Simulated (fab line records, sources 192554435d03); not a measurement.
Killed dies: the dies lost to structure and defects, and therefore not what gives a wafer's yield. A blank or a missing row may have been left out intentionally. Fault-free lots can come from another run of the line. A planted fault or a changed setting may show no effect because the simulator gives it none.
Matching of chambers ; flow n5-finfet ; 4 sister chambers for N5_SPACER0_ALD_08 on ald-sin-01
The step deposits SiNx, target thk 2 nm. 8 wafers are shown with their chamber, then 7 later ones without.

WAFERS WITH THEIR CHAMBER
wafer;chamber;heater-power-w (W);susceptor-temp-C (C)
L080.4;0;710;399.66
L081.4;3;897;400.27
L081.6;2;882;400.18
L082.1;3;920;400.26
L082.2;2;883;400.06
L082.4;0;711;400.12
L085.3;1;858;399.77
L085.5;1;848;400.10

WAFERS MISSING THEIR CHAMBER
wafer;heater-power-w (W);susceptor-temp-C (C)
L085.6;897;400.26
L086.1;849;399.63
L086.3;693;400.14
L086.4;909;400.00
L088.1;837;399.84
L088.3;917;400.18
L088.4;874;400.21

EACH ONE'S CHAMBER
wafer;from the rows above;in truth
L085.6;can't be placed: 3 or 2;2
L086.1;1;1
L086.3;0;0
L086.4;can't be placed: 3 or 2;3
L088.1;1;1
L088.3;3;3
L088.4;can't be placed: 2 or 1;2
4 of 7 placed correctly. Not placeable from these rows: 3 (in 3, the candidates include the true chamber). Number placed wrongly: 0.
How it was worked out, from the rows above alone: a wafer's distance from a chamber is the root of the sum, over the readings, of the square of ((its reading less the chamber's mean) divided by the reading's scatter). The wafer belongs to the nearest chamber; if the next one is less than 2 further off, it can't be placed. A chamber's mean is the mean of its shown wafers. The scatter is the square root of a quotient: the sum, over the shown wafers, of each reading's squared deviation from its chamber's mean, divided by wafers minus chambers.
